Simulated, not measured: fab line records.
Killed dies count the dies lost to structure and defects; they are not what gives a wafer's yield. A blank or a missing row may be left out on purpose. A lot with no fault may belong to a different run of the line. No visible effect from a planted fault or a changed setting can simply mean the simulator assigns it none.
Matching of chambers :: flow n5 finfet :: N5_BEOL_M4_DEP_57 on pecvd-02 has 3 sister chambers
The step deposits SiCN from 3MS/NH3, target thk 8 nm, time 14 s. 24 wafers are shown with their chamber, then 12 later ones without.

== EACH WAFER AND ITS CHAMBER ==
wafer: L074.2
chamber: 1
showerhead plenum p Torr (Torr): 3.672
throttle valve pct (%): 8.9

wafer: L074.3
chamber: 2
showerhead plenum p Torr (Torr): 3.681
throttle valve pct (%): 9.0

wafer: L074.5
chamber: 2
showerhead plenum p Torr (Torr): 3.676
throttle valve pct (%): 8.7

wafer: L079.1
chamber: 2
showerhead plenum p Torr (Torr): 3.687
throttle valve pct (%): 8.7

wafer: L079.4
chamber: 2
showerhead plenum p Torr (Torr): 3.671
throttle valve pct (%): 8.8

wafer: L079.6
chamber: 2
showerhead plenum p Torr (Torr): 3.677
throttle valve pct (%): 8.6

wafer: L080.2
chamber: 1
showerhead plenum p Torr (Torr): 3.667
throttle valve pct (%): 8.8

wafer: L080.5
chamber: 1
showerhead plenum p Torr (Torr): 3.664
throttle valve pct (%): 8.8

wafer: L080.6
chamber: 2
showerhead plenum p Torr (Torr): 3.674
throttle valve pct (%): 8.6

wafer: L085.1
chamber: 0
showerhead plenum p Torr (Torr): 3.659
throttle valve pct (%): 9.2

wafer: L085.4
chamber: 0
showerhead plenum p Torr (Torr): 3.658
throttle valve pct (%): 9.3

wafer: L085.5
chamber: 2
showerhead plenum p Torr (Torr): 3.680
throttle valve pct (%): 8.6

wafer: L087.1
chamber: 1
showerhead plenum p Torr (Torr): 3.668
throttle valve pct (%): 8.8

wafer: L087.5
chamber: 2
showerhead plenum p Torr (Torr): 3.668
throttle valve pct (%): 8.8

wafer: L087.6
chamber: 0
showerhead plenum p Torr (Torr): 3.662
throttle valve pct (%): 8.9

wafer: L089.1
chamber: 2
showerhead plenum p Torr (Torr): 3.661
throttle valve pct (%): 9.0

wafer: L089.3
chamber: 0
showerhead plenum p Torr (Torr): 3.651
throttle valve pct (%): 9.1

wafer: L089.4
chamber: 1
showerhead plenum p Torr (Torr): 3.666
throttle valve pct (%): 8.6

wafer: L093.2
chamber: 0
showerhead plenum p Torr (Torr): 3.667
throttle valve pct (%): 8.7

wafer: L093.3
chamber: 1
showerhead plenum p Torr (Torr): 3.657
throttle valve pct (%): 8.8

wafer: L093.5
chamber: 2
showerhead plenum p Torr (Torr): 3.676
throttle valve pct (%): 9.2

wafer: L090.4
chamber: 0
showerhead plenum p Torr (Torr): 3.663
throttle valve pct (%): 8.9

wafer: L090.5
chamber: 1
showerhead plenum p Torr (Torr): 3.672
throttle valve pct (%): 8.6

wafer: L090.6
chamber: 2
showerhead plenum p Torr (Torr): 3.669
throttle valve pct (%): 8.9

SIGNATURES (means of the wafers above)
reading: showerhead plenum p Torr
chamber 0: 3.66000
chamber 1: 3.66657
chamber 2: 3.67455
scatter within a chamber: 0.00623

reading: throttle valve pct
chamber 0: 9.017
chamber 1: 8.757
chamber 2: 8.809
scatter within a chamber: 0.184
Rule: a wafer's distance from a chamber is the root of the sum, over the readings, of the square of ((its reading less the chamber's mean) divided by the reading's scatter). The wafer belongs to the nearest chamber; if the next one is less than 2 further off, it can't be placed. The scatter is the square root of a quotient: the sum, over the shown wafers, of each reading's squared deviation from its chamber's mean, divided by wafers minus chambers.

== WAFERS MISSING THEIR CHAMBER ==
wafer: L092.4
showerhead plenum p Torr (Torr): 3.665
throttle valve pct (%): 8.7

wafer: L092.5
showerhead plenum p Torr (Torr): 3.669
throttle valve pct (%): 8.7

wafer: L092.6
showerhead plenum p Torr (Torr): 3.662
throttle valve pct (%): 9.1

wafer: L095.1
showerhead plenum p Torr (Torr): 3.660
throttle valve pct (%): 9.1

wafer: L095.3
showerhead plenum p Torr (Torr): 3.678
throttle valve pct (%): 8.8

wafer: L095.5
showerhead plenum p Torr (Torr): 3.667
throttle valve pct (%): 9.1

wafer: L094.1
showerhead plenum p Torr (Torr): 3.670
throttle valve pct (%): 8.8

wafer: L094.2
showerhead plenum p Torr (Torr): 3.659
throttle valve pct (%): 9.2

wafer: L094.3
showerhead plenum p Torr (Torr): 3.646
throttle valve pct (%): 8.9

wafer: L097.1
showerhead plenum p Torr (Torr): 3.658
throttle valve pct (%): 9.1

wafer: L097.3
showerhead plenum p Torr (Torr): 3.666
throttle valve pct (%): 8.9

wafer: L097.5
showerhead plenum p Torr (Torr): 3.663
throttle valve pct (%): 8.7

== WHICH CHAMBER EACH ONE RAN IN ==
wafer: L092.4
from the rows above: can't be placed: 1 or 2 or 0
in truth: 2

wafer: L092.5
from the rows above: can't be placed: 1 or 2 or 0
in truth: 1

wafer: L092.6
from the rows above: can't be placed: 0 or 1
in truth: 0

wafer: L095.1
from the rows above: can't be placed: 0 or 1
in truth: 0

wafer: L095.3
from the rows above: can't be placed: 2 or 1
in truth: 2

wafer: L095.5
from the rows above: can't be placed: 0 or 1 or 2
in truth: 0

wafer: L094.1
from the rows above: can't be placed: 1 or 2 or 0
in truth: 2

wafer: L094.2
from the rows above: can't be placed: 0 or 1
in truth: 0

wafer: L094.3
from the rows above: can't be placed: 0 or 1
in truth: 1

wafer: L097.1
from the rows above: can't be placed: 0 or 1
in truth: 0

wafer: L097.3
from the rows above: can't be placed: 1 or 0 or 2
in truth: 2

wafer: L097.5
from the rows above: can't be placed: 1 or 0 or 2
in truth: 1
Correct placement for 0 of the 12. From these rows, 12 cannot be placed; in 12 the true chamber is one of the candidates. Wrongly placed: 0.
